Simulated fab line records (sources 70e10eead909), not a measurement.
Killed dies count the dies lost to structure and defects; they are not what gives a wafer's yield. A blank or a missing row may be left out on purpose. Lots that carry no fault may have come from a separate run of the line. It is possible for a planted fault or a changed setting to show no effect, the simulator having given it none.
The tool behind it: which one? :: flow nand-harc :: 12 lots with 36 wafers sampled at 5 steps, on a route of 1302 steps

## WHAT THE GAUGES READ, wafer by wafer
NHARC_THIN_TSV_CD_MEAS_12 targets a cd of 1000 nm. Usual: cd-nm reads 999.6 nm (standard deviation 2).
lot: L137
measured: day 23 23:56
on: cd-sem-03
cd-nm (nm): 997.6 996.2 997.0
flag: 

lot: L136
measured: day 24 07:46
on: cd-sem-01
cd-nm (nm): 999.5 998.0 998.9
flag: 

lot: L135
measured: day 24 06:41
on: cd-sem-02
cd-nm (nm): 1000.9 1000.0 999.9
flag: 

lot: L138
measured: day 25 01:07
on: cd-sem-03
cd-nm (nm): 1000.7 997.5 1000.1
flag: 

lot: L139
measured: day 25 02:25
on: cd-sem-03
cd-nm (nm): 996.1 1000.1 998.9
flag: 

lot: L141
measured: day 25 13:39
on: cd-sem-01
cd-nm (nm): 1001.4 999.3 998.7
flag: 

lot: L140
measured: day 25 14:58
on: cd-sem-02
cd-nm (nm): 1003.4 999.6 1002.8
flag: 

lot: L145
measured: day 27 10:37
on: cd-sem-01
cd-nm (nm): 999.8 999.9 999.7
flag: 

lot: L143
measured: day 27 11:51
on: cd-sem-02
cd-nm (nm): 997.6 998.4 997.8
flag: 

lot: L144
measured: day 27 12:53
on: cd-sem-03
cd-nm (nm): 1001.9 1000.1 999.5
flag: 

lot: L151
measured: day 30 21:01
on: cd-sem-02
cd-nm (nm): 1000.3 1002.2 1000.5
flag: 

lot: L157
measured: day 32 18:37
on: cd-sem-01
cd-nm (nm): 998.5 997.7 999.6
flag: 

NHARC_END_SORT_01. Usual: defect-limited-yield is 91 % with standard deviation 3.4, killed-at-array is 55 with standard deviation 23, killed-at-other is 1.0 with standard deviation 1.2, killed-at-periphery is 3.2 with standard deviation 2.7, killed-dies is 59 with standard deviation 23, killed-open is 3.1 with standard deviation 1.6, and killed-short is 2.2 with standard deviation 1.5.
lot: L137
measured: day 24 16:30
on: prober-02
defect-limited-yield (%): 95 96 97
killed-at-array: 27 17 17
killed-at-other: 0 0 0
killed-at-periphery: 5 8 5
killed-dies: 32 25 22
killed-open: 4 3 1
killed-short: 3 4 3
flag: 

lot: L136
measured: day 25 00:15
on: prober-02
defect-limited-yield (%): 83 83 82
killed-at-array: 112 116 117
killed-at-other: 0 0 3
killed-at-periphery: 3 1 2
killed-dies: 115 117 122
killed-open: 4 2 5
killed-short: 1 1 2
flag: 

lot: L135
measured: day 24 21:58
on: prober-01
defect-limited-yield (%): 94 94 93
killed-at-array: 41 41 41
killed-at-other: 0 0 0
killed-at-periphery: 0 3 4
killed-dies: 41 44 45
killed-open: 4 5 4
killed-short: 3 1 3
flag: 

lot: L138
measured: day 25 19:35
on: prober-01
defect-limited-yield (%): 90 89 89
killed-at-array: 59 72 75
killed-at-other: 1 0 0
killed-at-periphery: 5 3 2
killed-dies: 65 75 77
killed-open: 4 4 4
killed-short: 0 1 4
flag: 

lot: L139
measured: day 25 18:49
on: prober-02
defect-limited-yield (%): 96 97 96
killed-at-array: 25 18 25
killed-at-other: 2 1 2
killed-at-periphery: 1 0 1
killed-dies: 28 19 28
killed-open: 2 3 2
killed-short: 0 1 2
flag: 

lot: L141
measured: day 26 06:03
on: prober-01
defect-limited-yield (%): 87 85 90
killed-at-array: 83 93 58
killed-at-other: 1 2 2
killed-at-periphery: 6 7 7
killed-dies: 90 102 67
killed-open: 2 2 4
killed-short: 5 9 3
flag: 

lot: L140
measured: day 26 04:32
on: prober-02
defect-limited-yield (%): 93 93 93
killed-at-array: 45 45 47
killed-at-other: 2 0 0
killed-at-periphery: 0 2 3
killed-dies: 47 47 50
killed-open: 3 4 3
killed-short: 2 3 1
flag: 

lot: L145
measured: day 28 01:38
on: prober-02
defect-limited-yield (%): 86 88 89
killed-at-array: 89 73 69
killed-at-other: 4 4 4
killed-at-periphery: 4 2 2
killed-dies: 97 79 75
killed-open: 6 2 1
killed-short: 3 2 5
flag: 

lot: L143
measured: day 28 02:21
on: prober-01
defect-limited-yield (%): 94 95 96
killed-at-array: 34 30 22
killed-at-other: 1 0 1
killed-at-periphery: 6 1 1
killed-dies: 41 31 24
killed-open: 4 2 2
killed-short: 0 0 2
flag: 

lot: L144
measured: day 28 09:23
on: prober-01
defect-limited-yield (%): 95 92 94
killed-at-array: 31 45 32
killed-at-other: 2 2 0
killed-at-periphery: 2 9 7
killed-dies: 35 56 39
killed-open: 0 4 1
killed-short: 0 1 0
flag: 

lot: L151
measured: day 31 14:59
on: prober-01
defect-limited-yield (%): 90 0 0
killed-at-array: 63 69 76
killed-at-other: 0 606 598
killed-at-periphery: 8 2 3
killed-dies: 71 677 677
killed-open: 3 3 2
killed-short: 4 3 3
flag: OFF

lot: L157
measured: day 33 14:23
on: prober-02
defect-limited-yield (%): 94 92 91
killed-at-array: 41 47 55
killed-at-other: 1 4 2
killed-at-periphery: 1 3 1
killed-dies: 43 54 58
killed-open: 2 4 1
killed-short: 2 2 4
flag: 

## TOOL THAT RAN EACH LOT (tool first, then ch and the chambers of the sampled wafers, then the start)
lot: L137
NHARC_A_BONDPAD_PVD_27: pvd-sputter-02, day 23 11:41 or earlier
NHARC_HYBRID_BOND_ACTIVATE_00: rie-diel-08 ch 0,3, day 23 11:41
NHARC_THIN_TSV_ETCH_44: rie-diel-04 ch 0,2,3, day 24 00:17

lot: L136
NHARC_A_BONDPAD_PVD_27: pvd-sputter-02, day 23 17:28 or earlier
NHARC_HYBRID_BOND_ACTIVATE_00: rie-diel-03 ch 0,2,3, day 23 17:28
NHARC_THIN_TSV_ETCH_44: rie-diel-12 ch 1,2,3, day 24 08:02

lot: L135
NHARC_A_BONDPAD_PVD_27: pvd-sputter-03, day 23 18:58 or earlier
NHARC_HYBRID_BOND_ACTIVATE_00: rie-diel-03 ch 0,1,3, day 23 18:58
NHARC_THIN_TSV_ETCH_44: rie-diel-06 ch 0,1,2, day 24 06:56

lot: L138
NHARC_A_BONDPAD_PVD_27: pvd-sputter-01, day 24 12:08 or earlier
NHARC_HYBRID_BOND_ACTIVATE_00: rie-diel-03 ch 1,2, day 24 12:08
NHARC_THIN_TSV_ETCH_44: rie-diel-06 ch 2,3, day 25 01:25

lot: L139
NHARC_A_BONDPAD_PVD_27: pvd-sputter-01, day 24 12:31 or earlier
NHARC_HYBRID_BOND_ACTIVATE_00: rie-diel-03 ch 0,3, day 24 12:31
NHARC_THIN_TSV_ETCH_44: rie-diel-04 ch 2,3, day 25 02:40

lot: L141
NHARC_A_BONDPAD_PVD_27: pvd-sputter-02, day 24 23:28 or earlier
NHARC_HYBRID_BOND_ACTIVATE_00: rie-diel-03 ch 1,2,3, day 24 23:28
NHARC_THIN_TSV_ETCH_44: rie-diel-06 ch 1,2,3, day 25 13:53

lot: L140
NHARC_A_BONDPAD_PVD_27: pvd-sputter-02, day 25 00:48 or earlier
NHARC_HYBRID_BOND_ACTIVATE_00: rie-diel-03 ch 0,2, day 25 00:48
NHARC_THIN_TSV_ETCH_44: rie-diel-12 ch 0,1, day 25 15:16

lot: L145
NHARC_A_BONDPAD_PVD_27: pvd-sputter-02, day 26 19:06 or earlier
NHARC_HYBRID_BOND_ACTIVATE_00: rie-diel-03 ch 0,1, day 26 19:06
NHARC_THIN_TSV_ETCH_44: rie-diel-04 ch 0,2,3, day 27 10:58

lot: L143
NHARC_A_BONDPAD_PVD_27: pvd-sputter-01, day 26 19:34 or earlier
NHARC_HYBRID_BOND_ACTIVATE_00: rie-diel-03 ch 0,1,2, day 26 19:34
NHARC_THIN_TSV_ETCH_44: rie-diel-04 ch 0,1,2, day 27 12:06

lot: L144
NHARC_A_BONDPAD_PVD_27: pvd-sputter-01, day 26 23:53 or earlier
NHARC_HYBRID_BOND_ACTIVATE_00: rie-diel-03 ch 0,3, day 26 23:53
NHARC_THIN_TSV_ETCH_44: rie-diel-04 ch 0,1,3, day 27 13:17

lot: L151
NHARC_A_BONDPAD_PVD_27: pvd-sputter-03, day 30 08:49 or earlier
NHARC_HYBRID_BOND_ACTIVATE_00: rie-diel-03 ch 0,1,2, day 30 08:49
NHARC_THIN_TSV_ETCH_44: rie-diel-06 ch 0,2, day 30 21:17

lot: L157
NHARC_A_BONDPAD_PVD_27: pvd-sputter-01, day 32 04:43 or earlier
NHARC_HYBRID_BOND_ACTIVATE_00: rie-diel-08 ch 0,1,3, day 32 04:43
NHARC_THIN_TSV_ETCH_44: rie-diel-04 ch 0,3, day 32 18:54
- NHARC_A_BONDPAD_PVD_27: deposits Cu, target thk 30 nm, time 20.49 s.
- NHARC_HYBRID_BOND_ACTIVATE_00: chemistry N2, time 60 s.
- NHARC_THIN_TSV_ETCH_44: etches the open film in CF4/O2, target depth 1594.2 nm, time 797.1 s.

## AS READ BY THE TOOLS THEMSELVES (means over the sampled wafers that have a number; for cases with no such wafer, the mark the record gives instead)
NHARC_A_BONDPAD_PVD_27. Usual: throttle-valve-pct reads 29.7 % (standard deviation 0.94).
lot: L137
tool: pvd-sputter-02
throttle-valve-pct (%): 30.6
flag: 

lot: L136
tool: pvd-sputter-02
throttle-valve-pct (%): 30.5
flag: 

lot: L135
tool: pvd-sputter-03
throttle-valve-pct (%): 29.3
flag: 

lot: L138
tool: pvd-sputter-01
throttle-valve-pct (%): 29.5
flag: 

lot: L139
tool: pvd-sputter-01
throttle-valve-pct (%): 28.8
flag: 

lot: L141
tool: pvd-sputter-02
throttle-valve-pct (%): 30.4
flag: 

lot: L140
tool: pvd-sputter-02
throttle-valve-pct (%): 30.4
flag: 

lot: L145
tool: pvd-sputter-02
throttle-valve-pct (%): 30.2
flag: 

lot: L143
tool: pvd-sputter-01
throttle-valve-pct (%): 29.0
flag: 

lot: L144
tool: pvd-sputter-01
throttle-valve-pct (%): 29.2
flag: 

lot: L151
tool: pvd-sputter-03
throttle-valve-pct (%): 28.7
flag: 

lot: L157
tool: pvd-sputter-01
throttle-valve-pct (%): 28.9
flag: 

NHARC_HYBRID_BOND_ACTIVATE_00. Usual: drypump-motor-current-A 5.5 A, standard deviation 0.69; n2-flow-sccm 200.0 sccm, standard deviation 0.62; oes-product-au 1.002 a.u., standard deviation 0.0084; rf-vpp-V 64.0 V, standard deviation 0.91; showerhead-plenum-p-Torr 1.76 Torr, standard deviation 0.06.
lot: L137
tool: rie-diel-08
drypump-motor-current-A (A): 5.1
n2-flow-sccm (sccm): 200.6
oes-product-au (a.u.): 1.011
rf-vpp-V (V): 64.0
showerhead-plenum-p-Torr (Torr): 1.72
flag: 

lot: L136
tool: rie-diel-03
drypump-motor-current-A (A): 5.6
n2-flow-sccm (sccm): 200.5
oes-product-au (a.u.): 1.008
rf-vpp-V (V): 63.6
showerhead-plenum-p-Torr (Torr): 1.78
flag: 

lot: L135
tool: rie-diel-03
drypump-motor-current-A (A): 5.1
n2-flow-sccm (sccm): 200.1
oes-product-au (a.u.): 0.998
rf-vpp-V (V): 63.5
showerhead-plenum-p-Torr (Torr): 1.74
flag: 

lot: L138
tool: rie-diel-03
drypump-motor-current-A (A): 5.4
n2-flow-sccm (sccm): 200.6
oes-product-au (a.u.): 1.008
rf-vpp-V (V): 63.3
showerhead-plenum-p-Torr (Torr): 1.75
flag: 

lot: L139
tool: rie-diel-03
drypump-motor-current-A (A): 5.2
n2-flow-sccm (sccm): 199.9
oes-product-au (a.u.): 1.002
rf-vpp-V (V): 64.5
showerhead-plenum-p-Torr (Torr): 1.74
flag: 

lot: L141
tool: rie-diel-03
drypump-motor-current-A (A): 5.5
n2-flow-sccm (sccm): 199.8
oes-product-au (a.u.): 1.002
rf-vpp-V (V): 64.2
showerhead-plenum-p-Torr (Torr): 1.78
flag: 

lot: L140
tool: rie-diel-03
drypump-motor-current-A (A): 5.8
n2-flow-sccm (sccm): 200.4
oes-product-au (a.u.): 0.996
rf-vpp-V (V): 64.2
showerhead-plenum-p-Torr (Torr): 1.76
flag: 

lot: L145
tool: rie-diel-03
drypump-motor-current-A (A): 5.2
n2-flow-sccm (sccm): 199.5
oes-product-au (a.u.): 1.005
rf-vpp-V (V): 63.9
showerhead-plenum-p-Torr (Torr): 1.72
flag: 

lot: L143
tool: rie-diel-03
drypump-motor-current-A (A): 5.6
n2-flow-sccm (sccm): 199.7
oes-product-au (a.u.): 1.003
rf-vpp-V (V): 64.0
showerhead-plenum-p-Torr (Torr): 1.75
flag: 

lot: L144
tool: rie-diel-03
drypump-motor-current-A (A): 5.1
n2-flow-sccm (sccm): 199.9
oes-product-au (a.u.): 1.001
rf-vpp-V (V): 64.5
showerhead-plenum-p-Torr (Torr): 1.77
flag: 

lot: L151
tool: rie-diel-03
drypump-motor-current-A (A): 5.6
n2-flow-sccm (sccm): 199.8
oes-product-au (a.u.): 1.005
rf-vpp-V (V): 64.0
showerhead-plenum-p-Torr (Torr): 1.75
flag: 

lot: L157
tool: rie-diel-08
drypump-motor-current-A (A): 5.4
n2-flow-sccm (sccm): 201.0
oes-product-au (a.u.): 1.009
rf-vpp-V (V): 63.8
showerhead-plenum-p-Torr (Torr): 1.75
flag: 

NHARC_THIN_TSV_ETCH_44. Usual: chamber-pressure-mTorr is 29.999 mTorr with standard deviation 0.028, drypump-motor-current-A is 5.5 A with standard deviation 0.41, oes-product-au is 1.000 a.u. with standard deviation 0.011, rf-vpp-V is 795 V with standard deviation 4.8, run-length-s is 818.3 s with standard deviation 0.51, showerhead-plenum-p-Torr is 1.84 Torr with standard deviation 0.075, and throttle-valve-pct is 16.915 % with standard deviation 0.0085.
lot: L137
tool: rie-diel-04
chamber-pressure-mTorr (mTorr): 30.024
drypump-motor-current-A (A): 6.0
oes-product-au (a.u.): 1.001
rf-vpp-V (V): 796
run-length-s (s): 818.6
showerhead-plenum-p-Torr (Torr): 1.84
throttle-valve-pct (%): 16.920
flag: 

lot: L136
tool: rie-diel-12
chamber-pressure-mTorr (mTorr): 30.000
drypump-motor-current-A (A): 5.5
oes-product-au (a.u.): 1.001
rf-vpp-V (V): 794
run-length-s (s): 818.3
showerhead-plenum-p-Torr (Torr): 1.83
throttle-valve-pct (%): 16.915
flag: 

lot: L135
tool: rie-diel-06
chamber-pressure-mTorr (mTorr): 30.016
drypump-motor-current-A (A): 5.4
oes-product-au (a.u.): 0.993
rf-vpp-V (V): 795
run-length-s (s): 818.8
showerhead-plenum-p-Torr (Torr): 1.85
throttle-valve-pct (%): 16.915
flag: 

lot: L138
tool: rie-diel-06
chamber-pressure-mTorr (mTorr): 30.033
drypump-motor-current-A (A): 5.6
oes-product-au (a.u.): 0.996
rf-vpp-V (V): 796
run-length-s (s): 817.9
showerhead-plenum-p-Torr (Torr): 1.85
throttle-valve-pct (%): 16.914
flag: 

lot: L139
tool: rie-diel-04
chamber-pressure-mTorr (mTorr): 30.012
drypump-motor-current-A (A): 6.1
oes-product-au (a.u.): 0.980
rf-vpp-V (V): 795
run-length-s (s): 818.9
showerhead-plenum-p-Torr (Torr): 1.85
throttle-valve-pct (%): 16.914
flag: 

lot: L141
tool: rie-diel-06
chamber-pressure-mTorr (mTorr): 30.021
drypump-motor-current-A (A): 5.5
oes-product-au (a.u.): 1.002
rf-vpp-V (V): 796
run-length-s (s): 818.3
showerhead-plenum-p-Torr (Torr): 1.86
throttle-valve-pct (%): 16.919
flag: 

lot: L140
tool: rie-diel-12
chamber-pressure-mTorr (mTorr): 30.010
drypump-motor-current-A (A): 5.5
oes-product-au (a.u.): 1.001
rf-vpp-V (V): 798
run-length-s (s): 818.1
showerhead-plenum-p-Torr (Torr): 1.88
throttle-valve-pct (%): 16.915
flag: 

lot: L145
tool: rie-diel-04
chamber-pressure-mTorr (mTorr): 30.030
drypump-motor-current-A (A): 6.1
oes-product-au (a.u.): 0.993
rf-vpp-V (V): 795
run-length-s (s): 819.0
showerhead-plenum-p-Torr (Torr): 1.84
throttle-valve-pct (%): 16.915
flag: 

lot: L143
tool: rie-diel-04
chamber-pressure-mTorr (mTorr): 30.033
drypump-motor-current-A (A): 5.7
oes-product-au (a.u.): 1.008
rf-vpp-V (V): 792
run-length-s (s): 818.7
showerhead-plenum-p-Torr (Torr): 1.82
throttle-valve-pct (%): 16.909
flag: 

lot: L144
tool: rie-diel-04
chamber-pressure-mTorr (mTorr): 29.994
drypump-motor-current-A (A): 5.6
oes-product-au (a.u.): 0.998
rf-vpp-V (V): 791
run-length-s (s): 818.8
showerhead-plenum-p-Torr (Torr): 1.79
throttle-valve-pct (%): 16.926
flag: 

lot: L151
tool: rie-diel-06
chamber-pressure-mTorr (mTorr): 30.000
drypump-motor-current-A (A): 5.3
oes-product-au (a.u.): 1.001
rf-vpp-V (V): 794
run-length-s (s): 686.6
showerhead-plenum-p-Torr (Torr): 1.82
throttle-valve-pct (%): 16.914
flag: OFF

lot: L157
tool: rie-diel-04
chamber-pressure-mTorr (mTorr): 30.008
drypump-motor-current-A (A): 5.9
oes-product-au (a.u.): 1.000
rf-vpp-V (V): 793
run-length-s (s): 818.4
showerhead-plenum-p-Torr (Torr): 1.81
throttle-valve-pct (%): 16.916
flag: 

## THE ANSWER, worked out from the rows above alone
Rule: lot off if the mean of its wafers having a number is beyond 3 standard deviations from the usual mean. Also off: a lot with no number at a reading for which 4 or more lots have one. Any other lot the step has rows for is counted as sound. After the gauges, taken in route order, come the tools' own readings; for these a lot's mean is taken, as printed above. At the first step where some lot is off, the reading lying furthest off is the one used; lots without a number count as furthest.
Off, at NHARC_END_SORT_01 on killed-at-other: L151.
A tool fits if, at a process step before that reading, it ran every lot that is off, and no sound lot after the first of them. Not tried: the gauges at NHARC_END_SORT_01; whatever is off there is also off at NHARC_THIN_TSV_ETCH_44, on other tools, and gauge error can't account for it. NHARC_A_BONDPAD_PVD_27: start missing for some lots; hours and lot order therefore follow NHARC_HYBRID_BOND_ACTIVATE_00. Can't be told from this: 3 tools fit, pvd-sputter-03 at NHARC_A_BONDPAD_PVD_27, rie-diel-03 at NHARC_HYBRID_BOND_ACTIVATE_00, rie-diel-06 at NHARC_THIN_TSV_ETCH_44.

## WHAT HAD BEEN PUT IN BY THE SIMULATOR
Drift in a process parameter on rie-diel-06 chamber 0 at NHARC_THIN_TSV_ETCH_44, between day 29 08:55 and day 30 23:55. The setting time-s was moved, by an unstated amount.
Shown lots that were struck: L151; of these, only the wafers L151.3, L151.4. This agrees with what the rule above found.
